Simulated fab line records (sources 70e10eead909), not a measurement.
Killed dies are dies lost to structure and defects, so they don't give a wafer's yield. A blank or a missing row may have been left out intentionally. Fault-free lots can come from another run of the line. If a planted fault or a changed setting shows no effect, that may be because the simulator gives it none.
Problem report, 8D (eight disciplines) form, completed by code + flow nand harc + the parts of the form that need people (team, actions taken, sign-off) are left out

1. PROBLEM STATEMENT
Mean of thk nm at NHARC_A_ONON_D1_THK_MEAS_30: 1058 nm across 6 wafers in 2 lots; on wafers with no fault it is 996 nm (standard deviation 8.4). That puts it +7.4 standard deviations away from the usual mean.
The step: measures by ellipsometry.
Seen first at day 15 11:51 on film metro-01, wafer L832.2. Wafers with a number at this step in the record: 42, from 14 lots. By rule, "out" or "out of limits" means more than 4 standard deviations away from the usual mean. Any other wafer with a number is counted as sound.

2. WHAT IT IS, AND WHAT IT ISN'T
| question                    | is                     | is not                                                                                 |
|-----------------------------|------------------------|----------------------------------------------------------------------------------------|
| which readings at this step | thk nm                 | -                                                                                      |
| which lots                  | L832, L834             | L819, L820, L821, L823, L824, L825, L827, L831, L835, L836, L837, L838                 |
| which wafers of those lots  | all that have a number | -                                                                                      |
| read on which gauges        | film metro-01          | film metro-02                                                                          |
| when                        | from day 15 11:51      | up to then (24 sound wafers); but 12 sound wafers of L835, L836, L837, L838 came after |

3. SUSPECTS, AND WHAT RULES EACH OUT
Counting: a tool at a process step up to the reading stays a suspect if it ran every lot that is out and no sound lot after the first of them.
- the gauge at NHARC_A_ONON_D1_THK_MEAS_30: kept. All the wafers that are out were read on film metro-01, and no step on other tools shows them out.
- pecvd onon-03 at NHARC_A_ONON_D1_DEP_28 (target thk 1000 nm): kept. It ran every lot that is out, first L832 (day 15 11:24), and no sound lot after that; its last sound lot up to then is L831 (day 15 02:26).
The count leaves film metro-01 at NHARC_A_ONON_D1_THK_MEAS_30 and pecvd onon-03 at NHARC_A_ONON_D1_DEP_28.

4. THE CAUSE (what the simulator had put in)
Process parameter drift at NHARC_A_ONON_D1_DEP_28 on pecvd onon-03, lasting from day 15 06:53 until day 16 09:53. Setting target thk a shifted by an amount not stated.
Of the 2 suspects that counting leaves, this tool is one.

5. SEQUENCE OF EFFECTS, ordered by route
Each row: a reading whose mean over the struck wafers that have a number lies more than 3 standard deviations from the usual. Only readings for which the record gives a usual standard deviation are gone through. hours: the time from each lot's start at the first step in this table that gives one to its start at this step, as a median over the lots. sigmas: the change in usual standard deviations.
| hours | step                        | reading | usual  | on struck wafers | change | sigmas |
|-------|-----------------------------|---------|--------|------------------|--------|--------|
| 0     | NHARC_A_ONON_D1_THK_MEAS_30 | thk nm  | 996 nm | 1058             | +62    | +7.4   |

6. WHAT WOULD HAVE CAUGHT IT SOONER
Counted from the fault's start at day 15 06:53, it took 5 hours until the first out-of-limits reading at a measuring or inspecting step in this record, taken at day 15 11:51.
Among the 2 lots that are out, L834 began NHARC_A_ONON_D1_DEP_28 on pecvd onon-03 after day 15 11:51. Putting the tool on hold at that point would have spared it.
